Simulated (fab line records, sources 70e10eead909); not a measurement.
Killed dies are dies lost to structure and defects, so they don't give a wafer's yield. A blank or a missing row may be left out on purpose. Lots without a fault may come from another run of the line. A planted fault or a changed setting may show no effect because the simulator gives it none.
Which tool did it? | flow nand_harc | 12 lots, 36 wafers sampled, at 1 step of a route of 1159

WHAT THE GAUGES READ, wafer by wafer
NHARC_P_GATE_CD_MEAS_11: target cd 1640 nm.
lot  | measured    | on        | cd_nm (nm)
L075 | day 4 01:01 | cd_sem-01 | 1639.7 1638.8 1640.0
L076 | day 4 15:53 | cd_sem-02 | 1638.9 1637.6 1637.7
L079 | day 5 08:29 | cd_sem-03 | 1640.8 1640.3 1639.6
L081 | day 5 21:13 | cd_sem-02 | 1639.4 1640.6 1639.9
L083 | day 6 10:07 | cd_sem-03 | 1639.7 1639.1 1640.6
L085 | day 7 09:22 | cd_sem-03 | 1640.7 1639.9 1639.9
L086 | day 7 09:42 | cd_sem-01 | 1640.7 1640.9 1640.0
L089 | day 7 14:22 | cd_sem-02 | 1642.8 1642.8 1643.5
L091 | day 8 05:36 | cd_sem-02 | 1638.0 1637.6 1639.9
L093 | day 8 20:37 | cd_sem-03 | 1640.8 1639.2 1639.9
L095 | day 9 11:13 | cd_sem-02 | 1642.4 1643.5 1640.5
L097 | day 9 23:05 | cd_sem-02 | 1641.0 1640.0 1640.2

WHICH TOOL RAN EACH LOT (tool, then ch and the chambers of the sampled wafers, then the start)
The record holds no process step before these readings.

THE ANSWER, worked out from the rows above alone
Rule: what is usual is taken from the lots themselves. Put in order of their means at a reading, lots are off if they are a third of the lots or fewer, leave a main group of 4 or more, and stand apart from it by a gap of 3 or more times the standard deviation of the main group's means; of several such gaps the widest counts. A main group whose means are all the same, to the digits that the tables above print for the reading, isn't used. A lot without any number at a reading at which 4 lots or more have one is off too. The other lots that the step has rows for count as sound.
No lot is off at any reading shown: from this, nothing can be told.

WHAT THE SIMULATOR HAD PUT IN
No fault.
